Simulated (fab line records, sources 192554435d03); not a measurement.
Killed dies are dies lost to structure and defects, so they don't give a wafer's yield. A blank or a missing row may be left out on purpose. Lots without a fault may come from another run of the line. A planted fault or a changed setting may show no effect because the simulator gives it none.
Chamber matching | flow n5_finfet | N5_BEOL_M12_ILD_DEP_00 on pecvd-01: 3 sister chambers
The step deposits SiOC from DEMS/O2, target thk 658.92 nm, time 130.7 s. 22 wafers are shown with their chamber, then 11 later ones without.

WAFERS WITH THEIR CHAMBER
wafer  | chamber | heater_power_w (W) | throttle_valve_pct (%) | showerhead_plenum_p_Torr (Torr)
L076.2 | 1       | 519                | 11.8                   | 5.695
L076.4 | 0       | 404                | 11.8                   | 5.666
L076.5 | 2       | 372                | 11.9                   | 5.666
L077.1 | 2       | 350                | 11.7                   | 5.674
L077.2 | 1       | 503                | 11.7                   | 5.712
L077.6 | 0       | 362                | 12.2                   | 5.683
L078.1 | 2       | 363                | 11.8                   | 5.687
L078.3 | 1       | 441                | 11.8                   | 5.689
L078.6 | 2       | 372                | 12.1                   | 5.685
L082.1 | 0       | 442                | 12.0                   | 5.692
L082.4 | 1       | 472                | 11.7                   | 5.705
L082.5 | 0       | 355                | 11.9                   | 5.679
L085.3 | 2       | 376                | 12.2                   | 5.682
L085.4 | 1       | 429                | 11.6                   | 5.689
L085.5 | 2       | 360                | 11.7                   | 5.692
L087.1 | 1       | 492                | 11.5                   | 5.697
L087.2 | 2       | 339                | 12.0                   | 5.696
L087.3 | 0       | 438                | 12.1                   | 5.680
L086.1 | 0       | 350                | 12.0                   | 5.667
L086.2 | 1       | 498                | 11.3                   | 5.692
L086.5 | 1       | 525                | 11.6                   | 5.703
L088.1 | 0       | 359                | 11.9                   | 5.680

SIGNATURES (means of the wafers above)
reading                  | chamber 0 | chamber 1 | chamber 2 | scatter within a chamber
heater_power_w           | 387.14    | 484.88    | 361.71    | 31.9
throttle_valve_pct       | 11.986    | 11.625    | 11.914    | 0.167
showerhead_plenum_p_Torr | 5.67814   | 5.69775   | 5.68314   | 0.00921
Rule: a wafer's distance from a chamber is the root of the sum, over the readings, of the square of ((its reading less the chamber's mean) divided by the reading's scatter). The wafer belongs to the nearest chamber; if the next one is less than 2 further off, it can't be placed. The scatter: the root of (the sum of the squares of (reading less its chamber's mean) over the shown wafers, divided by (wafers less chambers)).

WAFERS WITHOUT THEIR CHAMBER
wafer  | heater_power_w (W) | throttle_valve_pct (%) | showerhead_plenum_p_Torr (Torr)
L088.2 | 376                | 12.2                   | 5.690
L088.6 | 370                | 12.1                   | 5.686
L091.1 | 447                | 12.1                   | 5.691
L091.2 | 532                | 11.7                   | 5.695
L091.3 | 340                | 12.1                   | 5.692
L094.4 | 517                | 11.7                   | 5.702
L094.5 | 352                | 12.0                   | 5.682
L094.6 | 297                | 12.1                   | 5.682
L097.2 | 332                | 12.3                   | 5.680
L097.3 | 514                | 11.6                   | 5.690
L097.4 | 541                | 11.6                   | 5.700

WHICH CHAMBER EACH WENT THROUGH
wafer  | from the rows above          | in truth
L088.2 | can't be placed: 0 or 2      | 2
L088.6 | can't be placed: 2 or 0      | 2
L091.1 | can't be placed: 0 or 2 or 1 | 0
L091.2 | 1                            | 1
L091.3 | can't be placed: 2 or 0      | 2
L094.4 | 1                            | 1
L094.5 | can't be placed: 2 or 0      | 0
L094.6 | can't be placed: 2 or 0      | 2
L097.2 | can't be placed: 2 or 0      | 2
L097.3 | 1                            | 1
L097.4 | 1                            | 1
Placed correctly: 4 of 11. Can't be placed from these rows: 7 (the true chamber is among the candidates in 7). Placed wrongly: 0.
